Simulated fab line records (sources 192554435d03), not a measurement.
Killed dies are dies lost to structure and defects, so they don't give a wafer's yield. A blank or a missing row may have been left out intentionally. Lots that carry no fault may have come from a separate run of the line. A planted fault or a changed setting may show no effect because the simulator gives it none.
A lot that was struck, set against a sound lot || flow n5-finfet || 16 out of 1938 route steps
Sound: these wafers, L249.3, L249.4, L249.5. Wafers struck: L242.1, L242.3, L242.6. Last of all comes the cause.
Per side, at each step with rows, come the tool, then ch with its chambers, and then its first start. Under that, the readings that differ: sound wafers || struck wafers || difference of the means || sigmas: that difference in standard deviations of wafers without a fault.
alike: readings with means less than 2 such deviations apart, plus words and numbers identical on both sides. not compared: withheld readings, readings lacking a value on some wafer, bounds such as >300 that could conceal the same value, and numbers that have no deviation in the record and whose values overlap.
A row with sigmas, a row that says differs or no value, or rows on one side alone: a step with any of these is where the two part. Numbers that don't overlap but have no deviation are shown without sigmas and don't part them. A reading that every wafer of one side lacks parts them only if that side has two wafers or more.

first, 9 steps without rows for these wafers: N5_BEOL_M4_SOFTBAKE_23 (time 60 s); N5_BEOL_M4_EXPOSE_25 (exposes mask V3, defocus 5 nm); N5_BEOL_M4_PEB_26 (peb time 60 s); N5_BEOL_M4_DEVELOP_27 (develop time 30 s); N5_BEOL_M4_DESCUM_33 (chemistry O2, time 7 s); N5_BEOL_M4_ETCH_77 (etches underlayer in N2/H2, target depth 6.5 nm, time 5.2 s); N5_BEOL_M4_ETCH_69 (etches SiARC in CF4, target depth 15.6 nm, time 26 s); N5_BEOL_M4_ALD_98 (deposits SiO2, target thk 2.5 nm, pulse time 1 s, co reactant pulse time 1 s); N5_BEOL_M4_ETCHBACK_99 (etches SiO2 in CHF3, target depth 5 nm, time 10.4 s).
N5_BEOL_M4_ETCH_70: etches SOC in N2/H2, target depth 80 nm, overetch 24 nm, time 130 s.
  sound on rie-diel-02 ch 0,1,2, day 12 16:54; struck on rie-diel-02 ch 0,3, day 11 08:34
  no value came back on the struck wafers for any of 7 readings (bias-w (W), chamber-pressure-mTorr (mTorr) and others); on the sound wafers bias-w (W) reads 150.4 150.4 150.3
{"reading": "model.CAR-EUV_of_BEOL_M4_COAT_22.thk-nm (nm)", "sound": "0 0 0", "struck": "10.4 10.2 10.4", "difference": "+10.3", "sigmas": ""}
{"reading": "model.SiARC_of_BEOL_M4_COAT_68.thk-nm (nm)", "sound": "5.8 6 5.6", "struck": "12 12 12", "difference": "+6", "sigmas": ""}
{"reading": "model.underlayer_of_BEOL_M4_COAT_76.thk-nm (nm)", "sound": "0 0 0", "struck": "5 5 5", "difference": "+5", "sigmas": ""}
  not compared: rf-hours-counter-h
then, 2 steps without rows for these wafers: N5_BEOL_M4_STRIP_71 (strips in N2/H2); N5_BEOL_M4_STRIP_78 (strips in N2/H2).
N5_BEOL_M4_VIA_ETCH_34: etches the open film in C4F6/O2, target depth 69.4 nm, time 65.9 s.
  sound on rie-diel-02 ch 0,1,2, day 12 17:01; struck on rie-diel-02 ch 0,3, day 11 08:41
{"reading": "oes-product-au (a.u.)", "sound": "0.71 0.74 0.77", "struck": "0.28 0.26 0.29", "difference": -0.46, "sigmas": -6}
  alike: C4F6_flow_sccm, O2_flow_sccm, drypump-motor-current-A, rf-vpp-V, showerhead-plenum-p-Torr, throttle-valve-pct
  not compared: rf-hours-counter-h
then, 1 step without rows for these wafers: N5_BEOL_M4_STRIP_83 (strips in C4F6/O2).
N5_BEOL_M4_RC_MEAS_101:
  the record has rows for the sound wafers here (prober-02 ch 0, day 12 21:37) and none for the struck ones
-- here the record skips 5 days between the struck wafers' starts before and after, leaving off in module BEOL_M4 and picking up in module PASSIVATION (first step shown: number 1936 of the route) --
N5_PASSIVATION_PROBE_49:
  struck on prober-02, day 16 08:37; sound on prober-02, day 17 07:25
{"reading": "defect-limited-yield (%)", "sound": "91.0 91.6 92.1", "struck": "0 0 0", "difference": -92, "sigmas": -65}
{"reading": "killed_at_M4_up", "sound": "25 22 16", "struck": "1091 1090 1083", "difference": "+1067", "sigmas": "+99 or more"}
{"reading": "killed-dies", "sound": "106 99 93", "struck": "1180 1180 1180", "difference": "+1081", "sigmas": "+68"}
{"reading": "killed-on-rim", "sound": "18 11 15", "struck": "152 152 152", "difference": "+137", "sigmas": "+40"}
{"reading": "sort_bin_5_function (%)", "sound": "5.3 6.1 5.0", "struck": "96.7 96.2 95.3", "difference": "+90.6", "sigmas": "+99 or more"}
{"reading": "sort-n-pass", "sound": "1074 1081 1087", "struck": "0 0 0", "difference": -1081, "sigmas": -37}
{"reading": "sort-yield-pct (%)", "sound": "91.0 91.6 92.1", "struck": "0 0 0", "difference": -92, "sigmas": -37}
  alike: killed_at_M0_to_M3, killed-at-contacts, killed-at-front-end, killed-at-other, killed-open, killed-short, sort_bin_6_memory

WHERE THEY PART
At N5_BEOL_M4_ETCH_70 first; at N5_PASSIVATION_PROBE_49 last (within this record only).

WHY: what the simulator had put in
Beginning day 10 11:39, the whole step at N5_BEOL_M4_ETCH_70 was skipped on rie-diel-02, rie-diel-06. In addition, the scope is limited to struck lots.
